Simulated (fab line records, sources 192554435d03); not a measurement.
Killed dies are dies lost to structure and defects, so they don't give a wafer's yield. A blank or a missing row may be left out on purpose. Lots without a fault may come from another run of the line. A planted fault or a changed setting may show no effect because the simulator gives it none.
One fault seen from 2 desks | flow n5_finfet | each desk has only its own numbers; what lay behind them comes last

THE TOOL OWNER'S DESK: pvd_sputter-02
The tool's own readings at N5_BEOL_M4_SPUTTER_48 (material Cu, target thk 4.5 nm, time 8.29 s): means of the sampled wafers that have a number, for each lot that ran on this tool. A lot is out of limits, marked OUT, if its mean lies more than 4 standard deviations from the usual mean; the brackets give that distance.
Columns: A = chamber_pressure_pa at N5_BEOL_M4_SPUTTER_48, usual 0.06998 Pa; B = chuck_gas_flow_sccm at N5_BEOL_M4_SPUTTER_48, usual 1.25 sccm; C = throttle_valve_pct at N5_BEOL_M4_SPUTTER_48, usual 29.9 %
lot  | first seen here | A       | B    | C
L752 | day 9 21:41     | 0.06994 | 1.27 | 30.2
L754 | day 11 13:43    | 0.07003 | 1.23 | 30.0
L757 | day 11 17:01    | 0.06998 | 1.25 | 29.9
L764 | day 12 23:01    | 0.07004 | 1.23 | 29.8
L767 | day 13 20:05    | 0.07000 | 1.26 | 29.9
This desk's finding: nothing out of limits on any of the 5 lots.

THE METROLOGY DESK
What the gauges read, lot by lot, whatever tool the lot ran on: means of the sampled wafers that have a number. A lot is out of limits, marked OUT, if its mean lies more than 4 standard deviations from the usual mean; the brackets give that distance. Of its 10 readings 7 are shown: those that lie furthest out on some lot.
Columns: A = DIBL_N at N5_BEOL_M4_RC_MEAS_101, usual 36.4 mV/V; B = DIBL_P at N5_BEOL_M4_RC_MEAS_101, usual 36.2 mV/V; C = IOFF_N at N5_BEOL_M4_RC_MEAS_101, usual 0.159 nA/um; D = IOFF_P at N5_BEOL_M4_RC_MEAS_101, usual 0.21 nA/um; E = ION_P at N5_BEOL_M4_RC_MEAS_101, usual 459 uA/um; F = VT_N at N5_BEOL_M4_RC_MEAS_101, usual 250 mV; G = VT_P at N5_BEOL_M4_RC_MEAS_101, usual -250 mV
lot  | first seen here | A    | B    | C     | D    | E   | F   | G
L747 | day 8 17:43     | 35.3 | 34.3 | 0.141 | 0.19 | 455 | 252 | -251
L752 | day 10 00:43    | 36.8 | 37.6 | 0.180 | 0.26 | 470 | 246 | -247
L754 | day 11 16:36    | 35.2 | 36.1 | 0.148 | 0.17 | 452 | 251 | -254
L757 | day 11 20:03    | 35.7 | 35.7 | 0.136 | 0.19 | 455 | 253 | -253
L759 | day 12 14:15    | 38.5 | 36.8 | 0.197 | 0.22 | 459 | 247 | -250
L764 | day 13 02:19    | 37.1 | 38.9 | 0.177 | 0.26 | 468 | 247 | -245
L765 | day 13 05:46    | 37.5 | 36.4 | 0.173 | 0.23 | 458 | 247 | -249
L766 | day 13 16:05    | 38.9 | 37.2 | 0.194 | 0.23 | 464 | 246 | -249
L767 | day 13 23:15    | 37.0 | 37.2 | 0.152 | 0.17 | 450 | 253 | -258
This desk's finding: nothing out of limits on any of the 9 lots.

PUT TOGETHER
The tool owner's desk saw nothing out of limits.
The metrology desk saw nothing out of limits.

WHAT THE SIMULATOR HAD PUT IN
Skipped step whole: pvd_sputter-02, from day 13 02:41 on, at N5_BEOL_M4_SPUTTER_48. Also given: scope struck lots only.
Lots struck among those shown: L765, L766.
